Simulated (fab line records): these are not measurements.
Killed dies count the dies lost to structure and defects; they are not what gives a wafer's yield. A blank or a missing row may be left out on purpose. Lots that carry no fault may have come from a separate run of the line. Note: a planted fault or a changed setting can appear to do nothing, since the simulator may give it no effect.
Which tool did it?	flow nandHarc	72 wafers from 24 lots sampled at 6 of the route's 1302 steps

WHAT THE GAUGES READ, wafer by wafer
Not one reading of a measure or inspect step in the record can be checked against a usual standard deviation.

TOOL THAT RAN EACH LOT (tool first, then ch and the chambers of the sampled wafers, then the start)
lot	NHARC_A_STAIRCASE_TRIM_22	NHARC_A_STAIRCASE_DESCUM_186	NHARC_A_STAIRCASE_ETCH_190	NHARC_A_STAIRCASE_ETCH_192	NHARC_A_STAIRCASE_DESCUM_219	NHARC_A_STAIRCASE_ETCH_221
L074	rieDiel-07 ch 0,2,3, day 16 01:29 or earlier	rieDiel-07 ch 2,3, day 16 01:29	rieDiel-07 ch 0,1, day 16 05:28 or earlier	rieDiel-07 ch 1,3, day 16 05:28 or earlier	rieDiel-02 ch 0,2,3, day 16 05:28	rieDiel-02 ch 0,3, no start
L075	rieDiel-07 ch 0,1,3, day 16 02:44 or earlier	rieDiel-02 ch 0,2,3, day 16 02:44	rieDiel-02 ch 1,2,3, day 16 06:27 or earlier	rieDiel-02 ch 1,2,3, day 16 06:27 or earlier	rieDiel-04 ch 0,2,3, day 16 06:27	rieDiel-04 ch 0,2,3, no start
L076	rieDiel-02 ch 1,2, day 16 16:28 or earlier	rieDiel-04 ch 0,1,3, day 16 16:28	rieDiel-04 ch 0,3, day 16 20:19 or earlier	rieDiel-04 ch 0,2,3, day 16 20:19 or earlier	rieDiel-07 ch 0,3, day 16 20:19	rieDiel-07 ch 1,3, no start
L077	rieDiel-07 ch 0,1,3, day 17 01:43 or earlier	rieDiel-04 ch 0,1,3, day 17 01:43	rieDiel-04 ch 0,2,3, day 17 09:36 or earlier	rieDiel-04 ch 0,1,2, day 17 09:36 or earlier	rieDiel-04 ch 1,3, day 17 09:36	rieDiel-04 ch 1,2, no start
L078	rieDiel-04 ch 0,1,3, day 17 17:14 or earlier	rieDiel-04 ch 0,1,3, day 17 17:14	rieDiel-04 ch 0,1,2, day 17 22:13 or earlier	rieDiel-04 ch 1,2,3, day 17 22:13 or earlier	rieDiel-07 ch 0,1,2, day 17 22:13	rieDiel-07 ch 1,2,3, no start
L079	rieDiel-04 ch 1,2,3, day 17 22:41 or earlier	rieDiel-02 ch 1,3, day 17 22:41	rieDiel-02 ch 0,1,2, day 18 02:23 or earlier	rieDiel-02 ch 2,3, day 18 02:23 or earlier	rieDiel-02 ch 0,1,3, day 18 02:23	rieDiel-02 ch 0,2, no start
L080	rieDiel-04 ch 1,2,3, day 18 13:28 or earlier	rieDiel-04 ch 0,2,3, day 18 13:28	rieDiel-04 ch 0,2, day 18 17:44 or earlier	rieDiel-04 ch 1,3, day 18 17:44 or earlier	rieDiel-04 ch 1,2,3, day 18 17:44	rieDiel-04 ch 0,1,3, no start
L081	rieDiel-07 ch 0,1,3, day 19 21:51 or earlier	rieDiel-02 ch 1,2, day 19 21:51	rieDiel-02 ch 1,2,3, day 20 01:32 or earlier	rieDiel-02 ch 1,2,3, day 20 01:32 or earlier	rieDiel-07 ch 2,3, day 20 01:32	rieDiel-07 ch 0,2,3, no start
L082	rieDiel-04 ch 0,2,3, day 20 03:01 or earlier	rieDiel-02 ch 0,1,3, day 20 03:01	rieDiel-02 ch 0,1, day 20 07:19 or earlier	rieDiel-02 ch 1,2,3, day 20 07:19 or earlier	rieDiel-02 ch 0,2,3, day 20 07:19	rieDiel-02 ch 1,2,3, no start
L083	rieDiel-02 ch 0,1,2, day 20 06:37 or earlier	rieDiel-07 ch 0,3, day 20 06:37	rieDiel-07 ch 0,2, day 20 10:31 or earlier	rieDiel-07 ch 0,1,2, day 20 10:31 or earlier	rieDiel-04 ch 2,3, day 20 10:31	rieDiel-04 ch 2,3, no start
L084	rieDiel-02 ch 0,1,2, day 20 07:29 or earlier	rieDiel-02 ch 0,1,3, day 20 07:29	rieDiel-02 ch 0,2,3, day 20 11:28 or earlier	rieDiel-02 ch 0,3, day 20 11:28 or earlier	rieDiel-02 ch 2,3, day 20 11:28	rieDiel-02 ch 0,2, no start
L086	rieDiel-07 ch 1,3, day 21 04:56 or earlier	rieDiel-02 ch 0,3, day 21 04:56	rieDiel-02 ch 0,3, day 21 08:53 or earlier	rieDiel-02 ch 0,2,3, day 21 08:53 or earlier	rieDiel-02 ch 0,1,2, day 21 08:53	rieDiel-02 ch 0,3, no start
L085	rieDiel-07 ch 0,2,3, day 21 06:49 or earlier	rieDiel-04 ch 0,2, day 21 06:49	rieDiel-04 ch 1,3, day 21 11:52 or earlier	rieDiel-04 ch 0,2,3, day 21 11:52 or earlier	rieDiel-02 ch 0,1,3, day 21 11:52	rieDiel-02 ch 1,2, no start
L087	rieDiel-02 ch 1,2,3, day 21 17:03 or earlier	rieDiel-02 ch 0,2,3, day 21 17:03	rieDiel-02 ch 0,3, day 21 20:45 or earlier	rieDiel-02 ch 0,2,3, day 21 20:45 or earlier	rieDiel-07 ch 1,2, day 21 20:45	rieDiel-07 ch 0,2, no start
L088	rieDiel-02 ch 1,3, day 21 23:58 or earlier	rieDiel-04 ch 2,3, day 21 23:58	rieDiel-04 ch 0,1,2, day 22 04:00 or earlier	rieDiel-04 ch 1,2,3, day 22 04:00 or earlier	rieDiel-02 ch 0,1,2, day 22 04:00	rieDiel-02 ch 0,2,3, no start
L089	rieDiel-04 ch 0,1,2, day 22 00:54 or earlier	rieDiel-07 ch 0,1,3, day 22 00:54	rieDiel-07 ch 0,1,2, day 22 05:19 or earlier	rieDiel-07 ch 1,2,3, day 22 05:19 or earlier	rieDiel-02 ch 0,2,3, day 22 05:19	rieDiel-02 ch 0,1,2, no start
L090	rieDiel-07 ch 0,1,2, day 22 21:01 or earlier	rieDiel-02 ch 0,1,2, day 22 21:01	rieDiel-02 ch 0,1,2, day 23 03:34 or earlier	rieDiel-02 ch 0,1,2, day 23 03:34 or earlier	rieDiel-07 ch 1,2,3, day 23 03:34	rieDiel-07 ch 0,1,2, no start
L091	rieDiel-02 ch 0,2, day 23 09:30 or earlier	rieDiel-02 ch 0,3, day 23 09:30	rieDiel-02 ch 0,2,3, day 23 13:11 or earlier	rieDiel-02 ch 0,2,3, day 23 13:11 or earlier	rieDiel-07 ch 0,2, day 23 13:11	rieDiel-07 ch 0,3, no start
L092	rieDiel-02 ch 0,2,3, day 23 10:55 or earlier	rieDiel-07 ch 0,1,2, day 23 10:55	rieDiel-07 ch 0,1, day 23 15:47 or earlier	rieDiel-07 ch 0,2,3, day 23 15:47 or earlier	rieDiel-07 ch 2,3, day 23 15:47	rieDiel-07 ch 0,2,3, no start
L095	rieDiel-04 ch 1,2, day 24 19:56 or earlier	rieDiel-07 ch 0,3, day 24 19:56	rieDiel-07 ch 1,2,3, day 25 05:25 or earlier	rieDiel-07 ch 2,3, day 25 05:25 or earlier	rieDiel-04 ch 0,3, day 25 05:25	rieDiel-04 ch 0,3, no start
L094	rieDiel-02 ch 1,2,3, day 24 20:19 or earlier	rieDiel-04 ch 0,2,3, day 24 20:19	rieDiel-04 ch 0,1,3, day 25 03:39 or earlier	rieDiel-04 ch 1,2,3, day 25 03:39 or earlier	rieDiel-07 ch 1,2,3, day 25 03:39	rieDiel-07 ch 0,2,3, no start
L093	rieDiel-04 ch 0,2,3, day 25 02:14 or earlier	rieDiel-04 ch 0,3, day 25 02:14	rieDiel-04 ch 0,1,2, day 25 06:13 or earlier	rieDiel-04 ch 0,1,3, day 25 06:13 or earlier	rieDiel-07 ch 0,1, day 25 06:13	rieDiel-07 ch 1,2,3, no start
L097	rieDiel-07 ch 1,3, day 25 16:46 or earlier	rieDiel-04 ch 0,2, day 25 16:46	rieDiel-04 ch 0,3, day 25 20:32 or earlier	rieDiel-04 ch 1,3, day 25 20:32 or earlier	rieDiel-02 ch 2,3, day 25 20:32	rieDiel-02 ch 0,1,3, no start
L096	rieDiel-04 ch 0,1,3, day 25 18:46 or earlier	rieDiel-02 ch 0,1,2, day 25 18:46	rieDiel-02 ch 2,3, day 25 22:28 or earlier	rieDiel-02 ch 1,2, day 25 22:28 or earlier	rieDiel-04 ch 0,1,3, day 25 22:28	rieDiel-04 ch 0,1,2, no start
- NHARC_A_STAIRCASE_TRIM_22: chemistry O2, time 211.2 s.
- NHARC_A_STAIRCASE_DESCUM_186: chemistry O2, time 3 s.
- NHARC_A_STAIRCASE_ETCH_190: etches the open film in C4F8/O2, target depth 100 nm, time 40.5 s.
- NHARC_A_STAIRCASE_ETCH_192: etches the open film in C4F8/O2, target depth 100 nm, time 40.5 s.
- NHARC_A_STAIRCASE_DESCUM_219: chemistry O2, time 3 s.
- NHARC_A_STAIRCASE_ETCH_221: etches the open film in C4F8/O2, target depth 100 nm, time 40.5 s.

AS READ BY THE TOOLS THEMSELVES (means over the sampled wafers that have a number; for cases with no such wafer, the mark the record gives instead)
NHARC_A_STAIRCASE_TRIM_22. Usual: drypumpMotorCurrentA 5.9 A, standard deviation 0.54; oesProductAu 0.998 a.u., standard deviation 0.0088; rfVppV 57.9 V, standard deviation 0.99; showerheadPlenumPTorr 3.51 Torr, standard deviation 0.15; throttleValvePct 17.035 %, standard deviation 0.0094.
lot	tool	drypumpMotorCurrentA (A)	oesProductAu (a.u.)	rfVppV (V)	showerheadPlenumPTorr (Torr)	throttleValvePct (%)	flag
L074	rieDiel-07	5.9	0.997	57.5	3.52	17.031	
L075	rieDiel-07	5.8	0.990	58.6	3.59	17.032	
L076	rieDiel-02	5.6	0.997	57.6	3.39	17.043	
L077	rieDiel-07	5.7	1.001	57.8	3.59	17.029	
L078	rieDiel-04	6.2	1.006	57.9	3.46	17.039	
L079	rieDiel-04	6.4	1.007	58.2	3.50	17.039	
L080	rieDiel-04	6.4	1.000	57.8	3.49	17.024	
L081	rieDiel-07	5.8	0.989	58.7	3.58	17.038	
L082	rieDiel-04	6.2	1.010	58.0	3.38	17.033	
L083	rieDiel-02	5.3	0.991	57.8	3.51	17.026	
L084	rieDiel-02	5.3	0.997	57.8	3.51	17.039	
L086	rieDiel-07	5.4	0.996	56.8	3.52	17.037	
L085	rieDiel-07	5.9	0.999	58.2	3.51	17.027	
L087	rieDiel-02	5.5	0.992	57.9	3.40	17.027	
L088	rieDiel-02	5.5	0.991	58.2	3.45	17.033	
L089	rieDiel-04	6.4	1.010	56.9	3.43	17.039	
L090	rieDiel-07	6.2	1.005	57.6	3.61	17.036	
L091	rieDiel-02	5.2	0.990	58.2	3.47	17.030	
L092	rieDiel-02	5.2	0.981	57.2	3.52	17.042	
L095	rieDiel-04	6.6	0.999	58.0	3.53	17.030	
L094	rieDiel-02	5.5	0.989	57.0	3.38	17.034	
L093	rieDiel-04	6.2	0.997	58.7	3.53	17.033	
L097	rieDiel-07	5.8	1.005	57.6	3.61	17.041	
L096	rieDiel-04	6.3	1.002	58.1	3.60	17.037	

NHARC_A_STAIRCASE_DESCUM_186. Usual: drypumpMotorCurrentA 5.8 A, standard deviation 0.55; oesProductAu 0.999 a.u., standard deviation 0.0076; rfVppV 57.7 V, standard deviation 0.84; showerheadPlenumPTorr 1.90 Torr, standard deviation 0.094; throttleValvePct 11.309 %, standard deviation 0.0088.
lot	tool	drypumpMotorCurrentA (A)	oesProductAu (a.u.)	rfVppV (V)	showerheadPlenumPTorr (Torr)	throttleValvePct (%)	flag
L074	rieDiel-07	5.6	1.000	57.0	1.88	11.306	
L075	rieDiel-02	5.2	1.002	56.9	1.82	11.306	
L076	rieDiel-04	6.3	1.001	58.0	1.88	11.307	
L077	rieDiel-04	6.3	0.997	58.7	1.88	11.303	
L078	rieDiel-04	6.2	1.007	57.4	1.88	11.318	
L079	rieDiel-02	5.6	0.995	57.2	1.86	11.311	
L080	rieDiel-04	6.1	1.001	57.6	1.83	11.302	
L081	rieDiel-02	5.6	0.993	57.7	1.83	11.305	
L082	rieDiel-02	5.3	0.995	58.1	1.93	11.313	
L083	rieDiel-07	5.8	0.996	58.2	1.91	11.311	
L084	rieDiel-02	5.3	0.988	57.3	1.93	11.310	
L086	rieDiel-02	5.1	0.999	58.1	2.01	11.318	
L085	rieDiel-04	6.1	0.995	57.1	1.80	11.308	
L087	rieDiel-02	5.2	0.997	57.4	1.91	11.310	
L088	rieDiel-04	6.2	1.011	57.2	1.84	11.308	
L089	rieDiel-07	5.7	1.000	58.2	1.94	11.304	
L090	rieDiel-02	5.3	0.993	57.4	1.89	11.315	
L091	rieDiel-02	5.2	0.992	57.5	1.94	11.317	
L092	rieDiel-07	6.2	1.007	57.8	1.96	11.307	
L095	rieDiel-07	5.7	0.999	57.8	1.90	11.303	
L094	rieDiel-04	6.1	1.005	57.6	1.92	11.311	
L093	rieDiel-04	6.0	0.998	58.6	2.00	11.309	
L097	rieDiel-04	6.2	1.009	58.4	1.99	11.305	
L096	rieDiel-02	5.3	1.005	57.2	1.89	11.309	

NHARC_A_STAIRCASE_ETCH_190. Usual: oesProductAu 0.942 a.u., standard deviation 0.012; rfVppV 895 V, standard deviation 5.9.
lot	tool	oesProductAu (a.u.)	rfVppV (V)	flag
L074	rieDiel-07	0.937	903	
L075	rieDiel-02	0.952	891	
L076	rieDiel-04	0.962	890	
L077	rieDiel-04	0.954	891	
L078	rieDiel-04	0.937	892	
L079	rieDiel-02	0.941	895	
L080	rieDiel-04	0.945	890	
L081	rieDiel-02	0.928	892	
L082	rieDiel-02	0.939	901	
L083	rieDiel-07	0.948	896	
L084	rieDiel-02	0.925	896	
L086	rieDiel-02	0.936	898	
L085	rieDiel-04	0.940	897	
L087	rieDiel-02	0.934	897	
L088	rieDiel-04	0.943	892	
L089	rieDiel-07	0.941	899	
L090	rieDiel-02	0.935	895	
L091	rieDiel-02	0.941	895	
L092	rieDiel-07	0.940	900	
L095	rieDiel-07	0.945	897	
L094	rieDiel-04	0.941	899	
L093	rieDiel-04	0.956	898	
L097	rieDiel-04	0.942	896	
L096	rieDiel-02	0.955	892	

NHARC_A_STAIRCASE_ETCH_192. Usual: oesProductAu 0.940 a.u., standard deviation 0.0085; rfVppV 894 V, standard deviation 5.7.
lot	tool	oesProductAu (a.u.)	rfVppV (V)	flag
L074	rieDiel-07	0.926	900	
L075	rieDiel-02	0.951	893	
L076	rieDiel-04	0.944	892	
L077	rieDiel-04	0.950	894	
L078	rieDiel-04	0.927	895	
L079	rieDiel-02	0.935	890	
L080	rieDiel-04	0.940	896	
L081	rieDiel-02	0.939	892	
L082	rieDiel-02	0.929	892	
L083	rieDiel-07	0.937	899	
L084	rieDiel-02	0.937	898	
L086	rieDiel-02	0.936	896	
L085	rieDiel-04	0.941	890	
L087	rieDiel-02	0.939	895	
L088	rieDiel-04	0.941	893	
L089	rieDiel-07	0.938	897	
L090	rieDiel-02	0.940	895	
L091	rieDiel-02	0.939	896	
L092	rieDiel-07	0.938	895	
L095	rieDiel-07	0.953	894	
L094	rieDiel-04	0.940	893	
L093	rieDiel-04	0.954	898	
L097	rieDiel-04	0.943	896	
L096	rieDiel-02	0.941	889	

NHARC_A_STAIRCASE_DESCUM_219. Usual: drypumpMotorCurrentA 5.8 A, standard deviation 0.54; oesProductAu 0.998 a.u., standard deviation 0.008; rfVppV 57.9 V, standard deviation 0.93; showerheadPlenumPTorr 1.91 Torr, standard deviation 0.089; throttleValvePct 11.311 %, standard deviation 0.0098.
lot	tool	drypumpMotorCurrentA (A)	oesProductAu (a.u.)	rfVppV (V)	showerheadPlenumPTorr (Torr)	throttleValvePct (%)	flag
L074	rieDiel-02	5.2	1.001	56.9	1.82	11.313	
L075	rieDiel-04	6.1	1.004	58.4	1.84	11.313	
L076	rieDiel-07	5.4	1.001	57.7	1.89	11.312	
L077	rieDiel-04	6.5	0.997	57.7	1.94	11.307	
L078	rieDiel-07	6.2	0.998	58.2	1.97	11.311	
L079	rieDiel-02	5.3	0.994	59.2	1.94	11.303	
L080	rieDiel-04	6.3	1.002	57.9	1.89	11.311	
L081	rieDiel-07	5.6	1.002	57.9	1.87	11.314	
L082	rieDiel-02	5.2	0.990	58.8	1.92	11.314	
L083	rieDiel-04	6.2	1.010	57.2	1.85	11.311	
L084	rieDiel-02	5.4	0.996	57.0	1.86	11.310	
L086	rieDiel-02	5.3	0.995	58.4	1.90	11.312	
L085	rieDiel-02	5.3	0.992	57.4	1.93	11.311	
L087	rieDiel-07	6.2	0.998	58.1	2.00	11.308	
L088	rieDiel-02	5.3	0.980	57.5	1.90	11.308	
L089	rieDiel-02	5.2	0.984	58.2	1.91	11.303	
L090	rieDiel-07	5.9	1.004	57.5	1.93	11.309	
L091	rieDiel-07	6.2	0.997	57.9	1.92	11.308	
L092	rieDiel-07	6.1	1.005	58.3	1.89	11.313	
L095	rieDiel-04	6.0	1.001	58.3	2.00	11.311	
L094	rieDiel-07	5.9	0.997	58.0	1.93	11.317	
L093	rieDiel-07	6.1	0.998	57.2	2.00	11.308	
L097	rieDiel-02	5.4	0.994	56.8	1.81	11.311	
L096	rieDiel-04	6.3	1.002	57.7	1.95	11.309	

NHARC_A_STAIRCASE_ETCH_221. Usual: oesProductAu 0.942 a.u., standard deviation 0.014; rfVppV 895 V, standard deviation 5.4.
lot	tool	oesProductAu (a.u.)	rfVppV (V)	flag
L074	rieDiel-02	0.944	889	
L075	rieDiel-04	0.944	892	
L076	rieDiel-07	0.915	900	
L077	rieDiel-04	0.926	893	
L078	rieDiel-07	0.921	897	
L079	rieDiel-02	0.942	895	
L080	rieDiel-04	0.951	893	
L081	rieDiel-07	0.923	896	
L082	rieDiel-02	0.926	892	
L083	rieDiel-04	0.952	893	
L084	rieDiel-02	0.948	900	
L086	rieDiel-02	0.945	898	
L085	rieDiel-02	0.942	889	
L087	rieDiel-07	0.958	896	
L088	rieDiel-02	0.944	896	
L089	rieDiel-02	0.943	894	
L090	rieDiel-07	0.932	899	
L091	rieDiel-07	0.954	895	
L092	rieDiel-07	0.947	894	
L095	rieDiel-04	0.942	901	
L094	rieDiel-07	0.932	895	
L093	rieDiel-07	0.955	897	
L097	rieDiel-02	0.958	896	
L096	rieDiel-04	0.957	899	

THE ANSWER, worked out from the rows above alone
Rule: take the mean of a lot's wafers that have a number; if it is more than 3 standard deviations from the usual mean, the lot is off. Also off: a lot with no number at a reading for which 4 or more lots have one. Where the step has rows for the other lots, those lots are counted as sound. The gauges are gone through in route order, then the tools' own readings, and for those a lot's mean is taken as printed above. The first step at which some lot is off is used, and at that step the reading that is off furthest; a lot without a number counts as furthest.
No lot is off at any reading shown: from this, nothing can be told.

WHAT THE SIMULATOR PUT IN
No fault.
